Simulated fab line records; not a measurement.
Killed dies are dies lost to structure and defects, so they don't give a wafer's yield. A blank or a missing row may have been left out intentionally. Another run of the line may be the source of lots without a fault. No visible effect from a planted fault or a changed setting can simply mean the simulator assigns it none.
Matching of chambers | flow n5 finfet | N5_BEOL_M15_DESCUM_33 on rie diel-04 has 4 sister chambers
The step chemistry O2, time 7.9 s. 8 wafers are shown with their chamber, then 6 later ones without.

== WAFERS, EACH WITH ITS CHAMBER ==
wafer  | chamber | drypump motor current A (A) | showerhead plenum p Torr (Torr)
L582.2 | 0       | 5.1                         | 2.09
L582.3 | 3       | 5.3                         | 2.14
L590.4 | 2       | 5.0                         | 2.02
L590.5 | 1       | 6.1                         | 2.18
L590.6 | 2       | 5.0                         | 2.02
L592.1 | 1       | 6.1                         | 2.18
L592.5 | 0       | 5.1                         | 2.08
L592.6 | 3       | 5.2                         | 2.13

== WAFERS WITH NO CHAMBER GIVEN ==
wafer  | drypump motor current A (A) | showerhead plenum p Torr (Torr)
L595.1 | 5.2                         | 2.08
L595.2 | 5.0                         | 2.01
L595.6 | 6.1                         | 2.17
L600.1 | 5.3                         | 2.13
L600.3 | 5.2                         | 2.08
L600.6 | 5.3                         | 2.13

== EACH ONE'S CHAMBER ==
wafer  | from the rows above | in truth
L595.1 | 0                   | 0
L595.2 | 2                   | 2
L595.6 | 1                   | 1
L600.1 | 3                   | 3
L600.3 | 0                   | 0
L600.6 | 3                   | 3
Placed correctly: 6 of 6. From these rows, 0 cannot be placed. Wrongly placed: 0.
How it was worked out, from the rows above alone: a wafer's distance from a chamber is the root of the sum, over the readings, of the square of ((its reading less the chamber's mean) divided by the reading's scatter). The wafer belongs to the nearest chamber; if the next one is less than 2 further off, it can't be placed. The mean given for a chamber averages the wafers shown for that chamber. How the scatter is found: for the shown wafers, subtract from each reading the mean of its chamber, square and add these, divide the total by (wafers less chambers), then take the root.
